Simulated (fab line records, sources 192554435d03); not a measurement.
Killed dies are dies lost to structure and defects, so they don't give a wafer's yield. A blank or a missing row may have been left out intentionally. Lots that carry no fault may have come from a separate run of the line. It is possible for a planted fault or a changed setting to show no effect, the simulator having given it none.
Lot-split experiment	flow n5Finfet	21 wafers read from 7 lots, route of 1938 steps

== ABOUT THE SPLIT ==
At N5_MOL_CONTACT_COAG_COAT_58 (time 60 s, resist thk 10 nm), the setting spinRpm was moved away from the recipe's 1500 rpm on 3 of the 21 wafers read, by -10.5% to +9.1%. All remaining wafers had this setting at the recipe value.

== FROM THE SPLIT TO THE READING: what the file shows between them, 3 steps ==
- N5_MOL_CONTACT_COAG_COAT_02: resist thk 30 nm
- N5_MOL_CONTACT_COAG_EBR_04
- N5_MOL_CONTACT_COAG_DESCUM_13: chemistry O2, time 7 s

== THE READING ==
etch.depthNm (the simulator's own value, which no gauge read), in nm, at N5_MOL_CONTACT_COAG_ETCH_59 (etches underlayer in N2/H2, target depth 13 nm, time 10.4 s). No usual value for it is given in the file. Here, 18 wafers ran the recipe; their average is 10.002 nm with a standard deviation of 0.031 nm.

wafer	tool, chamber at the split	spinRpm as run, rpm	against the recipe	etch.depthNm, nm	against lot-mates on the recipe
L077.1	lithoTrack-05, 0	1500	recipe	10.05	-
L077.3	lithoTrack-05, 0	1500	recipe	10.02	-
L077.5	lithoTrack-05, 0	1500	recipe	10.02	-
L078.1	lithoTrack-02, 0	1500	recipe	10.04	-
L078.2	lithoTrack-02, 0	1342	-10.5%	10.6	+0.560
L078.6	lithoTrack-02, 0	1342	-10.5%	10.6	+0.560
L079.2	lithoTrack-05, 0	1500	recipe	9.999	-
L079.3	lithoTrack-05, 0	1500	recipe	9.987	-
L079.5	lithoTrack-05, 0	1500	recipe	9.964	-
L080.1	lithoTrack-02, 0	1500	recipe	9.957	-
L080.2	lithoTrack-02, 0	1500	recipe	9.958	-
L080.6	lithoTrack-02, 0	1500	recipe	9.947	-
L083.3	lithoTrack-04, 0	1500	recipe	10.04	-
L083.4	lithoTrack-04, 0	1500	recipe	10.05	-
L083.6	lithoTrack-04, 0	1500	recipe	9.998	-
L084.2	lithoTrack-02, 0	1500	recipe	10.01	-
L084.6	lithoTrack-02, 0	1500	recipe	10.01	-
L084.5	lithoTrack-02, 0	1500	recipe	9.986	-
L090.1	lithoTrack-02, 0	1637	+9.1%	9.589	-0.413
L090.5	lithoTrack-02, 0	1500	recipe	10.01	-
L090.6	lithoTrack-02, 0	1500	recipe	9.995	-

THE FIT
A straight line over all 21 wafers: etch.depthNm changes by -0.0533 nm for each +1% of spinRpm; r = -0.99; the points scatter about the line by 0.036 nm.
The same after taking each lot's own level away (the mean of its wafers on the recipe; 21 wafers): -0.0508 nm for each +1%; r = -1.00; scatter 0.019 nm.
Per that fit: largest spinRpm move, reading shift of 0.54 nm.
From 9.9540 to 10.0400 nm: that is the span of the lots' own levels, equal to 2.8 times the standard deviation above.
The two slopes agree, so the slope changes little with the lot-to-lot level.
Check: with one of the wafers moved furthest among these (-10.5%) left out of the fit, the line predicts +0.528 nm for it against its lot-mates. It came out at +0.56 nm against them.

== THE OTHER SPLITS THESE WAFERS WENT THROUGH ==
Before the reading, these wafers also passed through other splits. Each is held against what the fit with the lots' levels taken away leaves over:
other split on the same wafers	wafers away from the commonest value	r with etch.depthNm (lot level and that fit taken away)
N5_SD_EPI_N_EXPOSE_06 doseMj	7	+0.16
N5_SD_EPI_N_ETCH_16 targetDepthA	7	-0.04
N5_SDB_COAT_05 spinRpm	4	-0.27
N5_HKMG_FIN_ETCH_54 sourceW	5	-0.25
N5_HKMG_FIN_ETCH_55 biasW	8	+0.17
N5_GATE_CUT_COAT_34 spinRpm	8	+0.09

== THE WHOLE CHAIN: every reading that the file lists as answering this split, in the file's order ==
step	what it does	reading	change (the file's fit)	r (the file's)
N5_MOL_CONTACT_COAG_COAT_58	time 60 s, resist thk 10 nm	underlayer_of_MOL_CONTACT_COAG_COAT_58.thkNm (the simulator's own value, which no gauge read)	-0.0513 nm for each +1% of the setting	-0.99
N5_MOL_CONTACT_COAG_ETCH_59	etches underlayer in N2/H2, target depth 13 nm, time 10.4 s	CAR-EUV_of_MOL_CONTACT_COAG_COAT_02.thkNm (the simulator's own value, which no gauge read)	+0.073 nm for each +1% of the setting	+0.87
N5_MOL_CONTACT_COAG_ETCH_59	etches underlayer in N2/H2, target depth 13 nm, time 10.4 s	etch.depthNm (the simulator's own value, which no gauge read)	-0.0498 nm for each +1% of the setting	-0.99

== THE FILE'S OWN FIT ==
etch.depthNm changes by -0.0498 nm for each +1% of spinRpm, r = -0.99.
